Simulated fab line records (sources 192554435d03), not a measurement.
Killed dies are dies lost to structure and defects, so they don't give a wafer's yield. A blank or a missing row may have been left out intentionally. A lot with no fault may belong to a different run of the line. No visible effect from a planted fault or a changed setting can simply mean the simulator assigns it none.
Struck lot and sound lot, side by side | flow n5_finfet | 18 out of 1938 route steps
Sound: the wafers L209.1, L209.2, L209.5. Struck: wafers L218.1, L218.3. (L218.2 of the same lot was not struck and is left out.) The cause comes at the end.
Per side, at each step with rows, come the tool, then ch with its chambers, and then its first start. Under that, the readings that differ: sound wafers | struck wafers | difference of the means | sigmas: that difference in standard deviations of wafers without a fault.
alike: words and numbers the same on both sides, and readings whose means are apart by under 2 such deviations; not compared: readings that were withheld, readings missing a value for some wafer, numbers with overlapping values and no deviation given by the record, and bounds like >300 which may hide the same value.
Wherever a step has rows on one side only, a row that says differs or no value, or a row with sigmas, the two part there. When numbers do not overlap yet have no deviation, they are printed without sigmas and do not part them. Lack of a reading on every wafer of one side parts them only where that side has two or more wafers.

N5_PASSIVATION_STRIP_14: strips in O2.
  sound on rie_diel-05 ch 1,2,3, day 13 02:13; struck on rie_diel-03 ch 0,1, day 15 10:47
  alike: drypump_motor_current_A, o2_flow_sccm, oes_product_au, rf_vpp_V, showerhead_plenum_p_Torr, throttle_valve_pct
  not compared: rf_hours_counter_h
N5_PASSIVATION_ETCH_15: etches SiCN in CF4/N2, target depth 75 nm, time 81.2 s.
  sound on rie_diel-05 ch 1,2,3; struck on rie_diel-03 ch 0,1
  alike: drypump_motor_current_A, oes_product_au, rf_vpp_V, showerhead_plenum_p_Torr, throttle_valve_pct
  not compared: rf_hours_counter_h
then, 3 steps without rows for these wafers: N5_PASSIVATION_STRIP_73 (strips in post etch residue remover, time 60 s); N5_PASSIVATION_SRD_17 (time 30 s, dry time 30 s); N5_PASSIVATION_DEGAS_18 (time 60 s).
N5_PASSIVATION_PRE_CLEAN_19:
  sound on pvd_sputter-01 at day 13 02:29; struck on pvd_sputter-03 at day 15 11:34
  alike: heater_power_w
N5_PASSIVATION_SPUTTER_20: material TaN, target thk 50 nm.
  sound on pvd_sputter-01 at day 13 02:31; struck on pvd_sputter-03 at day 15 11:37
  alike: throttle_valve_pct
N5_PASSIVATION_AL_DEP_21: deposits Al, target thk 2800 nm, time 170 s.
  sound on pvd_sputter-01 at day 13 02:37; struck on pvd_sputter-03 at day 15 11:43
  alike: throttle_valve_pct
then, 4 steps without rows for these wafers: N5_PASSIVATION_HMDS_23 (time 60 s); N5_PASSIVATION_COAT_24; N5_PASSIVATION_EBR_26; N5_PASSIVATION_SOFTBAKE_25 (time 90 s).
N5_PASSIVATION_EXPOSE_27: exposes mask PAD, defocus 0 nm.
  sound on krf_scanner-01 ch 0, day 13 03:02; struck on krf_scanner-01 ch 0, day 15 12:01
  alike: mask
then, 3 steps without rows for these wafers: N5_PASSIVATION_PEB_28; N5_PASSIVATION_DEVELOP_29 (develop time 60 s); N5_PASSIVATION_HARDBAKE_31 (time 120 s).
N5_PASSIVATION_CD_MEAS_30: the cd target is 4000 nm.
  sound on cd_sem-01 ch 0, day 13 03:13; struck on cd_sem-01 ch 0, day 15 12:11
  reading    | sound                | struck        | difference | sigmas
  cd_nm (nm) | 3997.4 3997.9 3997.4 | 4001.8 4005.4 | +6.0       | +3
N5_PASSIVATION_OVL_MEAS_63:
  sound on overlay-01 ch 0, day 13 03:15; struck on overlay-01 ch 0, day 15 12:13
  alike: PAD_OVL

== WHERE THEY PART ==
At N5_PASSIVATION_CD_MEAS_30 and nowhere else, as far as this record goes. Later steps at which nothing parts them and some readings are alike: N5_PASSIVATION_OVL_MEAS_63.

WHY: whatever the simulator had introduced
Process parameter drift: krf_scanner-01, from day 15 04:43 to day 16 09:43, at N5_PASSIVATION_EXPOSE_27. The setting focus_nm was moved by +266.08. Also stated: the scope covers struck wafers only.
